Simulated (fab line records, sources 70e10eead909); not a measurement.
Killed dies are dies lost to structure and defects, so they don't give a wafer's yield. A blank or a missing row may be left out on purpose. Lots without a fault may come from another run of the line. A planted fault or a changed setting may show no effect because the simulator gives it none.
Which tool did it? | flow nand_harc | 12 lots, 36 wafers sampled, at 5 steps of a route of 1159

WHAT THE GAUGES READ, wafer by wafer
NHARC_A_CONTACT_CD_MEAS_08: target cd 100 nm.
lot  | measured     | on        | cd_nm (nm)
L075 | day 16 23:32 | cd_sem-01 | 100.4 99.6 100.3
L076 | day 17 02:03 | cd_sem-01 | 100.9 101.3 100.6
L078 | day 17 19:05 | cd_sem-03 | 100.0 99.8 100.2
L080 | day 18 21:07 | cd_sem-03 | 99.8 100.1 100.1
L084 | day 19 18:31 | cd_sem-01 | 100.5 100.1 99.8
L083 | day 20 01:18 | cd_sem-02 | 100.1 100.5 99.8
L089 | day 20 12:15 | cd_sem-02 | 100.1 100.3 100.4
L088 | day 20 13:37 | cd_sem-01 | 100.8 99.7 100.2
L092 | day 21 00:43 | cd_sem-01 | 101.0 100.2 101.1
L093 | day 21 16:54 | cd_sem-02 | 99.8 100.7 100.9
L096 | day 22 10:11 | cd_sem-03 | 100.4 100.0 100.5
L097 | day 22 23:59 | cd_sem-03 | 100.0 100.3 100.0

WHICH TOOL RAN EACH LOT (tool, then ch and the chambers of the sampled wafers, then the start)
lot  | NHARC_A_SGD_CUT_STRIP_28                      | NHARC_A_SLIT_ETCH_24               | NHARC_A_SLIT_ETCH_17             | NHARC_A_CONTACT_DEP_84
L075 | rie_diel-12 ch 1,2, day 14 04:02 or earlier   | rie_diel-02 ch 0,3, day 14 04:02   | har_etch-02 ch 1, day 14 09:21   | acl_dep-03 ch 0, day 16 21:44
L076 | rie_diel-10 ch 0,1,2, day 14 15:50 or earlier | rie_diel-09 ch 0,1,3, day 14 15:50 | har_etch-02 ch 0,1, day 14 16:45 | acl_dep-02 ch 0, day 17 00:10
L078 | rie_diel-12 ch 0,1, day 15 07:39 or earlier   | rie_diel-09 ch 0,1,2, day 15 07:39 | har_etch-01 ch 0,1, day 15 08:34 | acl_dep-02 ch 0, day 17 17:06
L080 | rie_diel-08 ch 1,3, day 16 02:41              | rie_diel-07 ch 0,1,3, day 16 08:37 | har_etch-01 ch 0,1, day 16 09:34 | acl_dep-01 ch 0, day 18 19:28
L084 | rie_diel-08 ch 0,1,2, day 16 22:16 or earlier | rie_diel-09 ch 0,1,3, day 16 22:16 | har_etch-01 ch 0,1, day 16 23:26 | acl_dep-02 ch 0, day 19 16:56
L083 | rie_diel-10 ch 0,2,3, day 17 00:11 or earlier | rie_diel-02 ch 0,3, day 17 00:11   | har_etch-01 ch 1, day 17 01:07   | acl_dep-01 ch 0, day 19 23:27
L089 | rie_diel-08 ch 0,3, day 17 22:35 or earlier   | rie_diel-09 ch 0,1,2, day 17 22:35 | har_etch-02 ch 0,1, day 17 23:16 | acl_dep-03 ch 0, day 20 10:16
L088 | rie_diel-12 ch 0,2,3, day 17 23:23 or earlier | rie_diel-09 ch 0,1,2, day 17 23:23 | har_etch-02 ch 0,1, day 18 00:59 | acl_dep-02 ch 0, day 20 11:38
L092 | rie_diel-08 ch 0,3, day 18 10:16 or earlier   | rie_diel-09 ch 1,2,3, day 18 10:16 | har_etch-01 ch 0,1, day 18 11:22 | acl_dep-03 ch 0, day 20 22:51
L093 | rie_diel-12 ch 0,1,3, day 19 03:37 or earlier | rie_diel-02 ch 0,1,2, day 19 03:37 | har_etch-02 ch 0,1, day 19 04:18 | acl_dep-03 ch 0, day 21 15:04
L096 | rie_diel-10 ch 0,2, day 19 12:43 or earlier   | rie_diel-02 ch 2,3, day 19 12:43   | har_etch-01 ch 0,1, day 19 13:46 | acl_dep-02 ch 0, day 22 08:25
L097 | rie_diel-10 ch 0,1, day 20 11:17 or earlier   | rie_diel-07 ch 0,2,3, day 20 11:17 | har_etch-01 ch 1, day 20 12:12   | acl_dep-03 ch 0, day 22 21:52
- NHARC_A_SGD_CUT_STRIP_28: strips in O2, time 20 s.
- NHARC_A_SLIT_ETCH_24: etches the open film in CF4/CHF3, target depth 121 nm, time 60.5 s.
- NHARC_A_SLIT_ETCH_17: etches the open film in C4F8/O2/Ar, time 1687.5 s, target depth 10100 nm.
- NHARC_A_CONTACT_DEP_84: deposits aC, target thk 2000 nm.

THE ANSWER, worked out from the rows above alone
Rule: what is usual is taken from the lots themselves. Put in order of their means at a reading, lots are off if they are a third of the lots or fewer, leave a main group of 4 or more, and stand apart from it by a gap of 3 or more times the standard deviation of the main group's means; of several such gaps the widest counts. A main group whose means are all the same, to the digits that the tables above print for the reading, isn't used. A lot without any number at a reading at which 4 lots or more have one is off too. The other lots that the step has rows for count as sound.
No lot is off at any reading shown: from this, nothing can be told.

WHAT THE SIMULATOR HAD PUT IN
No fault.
